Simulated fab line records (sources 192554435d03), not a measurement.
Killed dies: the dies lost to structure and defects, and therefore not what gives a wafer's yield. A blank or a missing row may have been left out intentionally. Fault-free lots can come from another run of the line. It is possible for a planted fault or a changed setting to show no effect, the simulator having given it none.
Chamber matching / flow n5 finfet / N5_BEOL_M12_ETCH_68 on rie diel-06: 4 sister chambers
The step etches SOC in N2/H2, time 285 s. 4 wafers are shown with their chamber, then 8 later ones without.

== WAFERS WITH THEIR CHAMBER ==
wafer=L088.1; chamber=0; drypump motor current A (A)=6.3
wafer=L088.5; chamber=3; drypump motor current A (A)=5.3
wafer=L088.6; chamber=2; drypump motor current A (A)=5.7
wafer=L094.2; chamber=1; drypump motor current A (A)=6.5

== WAFERS WITH NO CHAMBER GIVEN ==
wafer=L094.3; drypump motor current A (A)=6.2
wafer=L094.4; drypump motor current A (A)=5.7
wafer=L095.3; drypump motor current A (A)=6.2
wafer=L095.5; drypump motor current A (A)=5.4
wafer=L095.6; drypump motor current A (A)=5.7
wafer=L096.3; drypump motor current A (A)=6.5
wafer=L096.4; drypump motor current A (A)=6.2
wafer=L096.5; drypump motor current A (A)=6.2

== WHICH CHAMBER EACH ONE RAN IN ==
wafer=L094.3; from the rows above=0; in truth=0
wafer=L094.4; from the rows above=2; in truth=2
wafer=L095.3; from the rows above=0; in truth=0
wafer=L095.5; from the rows above=3; in truth=3
wafer=L095.6; from the rows above=2; in truth=2
wafer=L096.3; from the rows above=1; in truth=1
wafer=L096.4; from the rows above=0; in truth=0
wafer=L096.5; from the rows above=0; in truth=0
8 of 8 placed correctly. Not placeable from these rows: 0. Wrongly placed: 0.
How it was worked out, from the rows above alone: a wafer's distance from a chamber is the root of the sum, over the readings, of the square of ((its reading less the chamber's mean) divided by the reading's scatter). If the next closest chamber is less than 2 further off than the closest, the wafer can't be placed; otherwise it belongs to the closest. For every chamber, the mean is computed from those of its wafers that are shown. The scatter (one wafer shown for each chamber): square how far every hidden wafer sits from the nearest shown wafer, average those squares and take the square root.
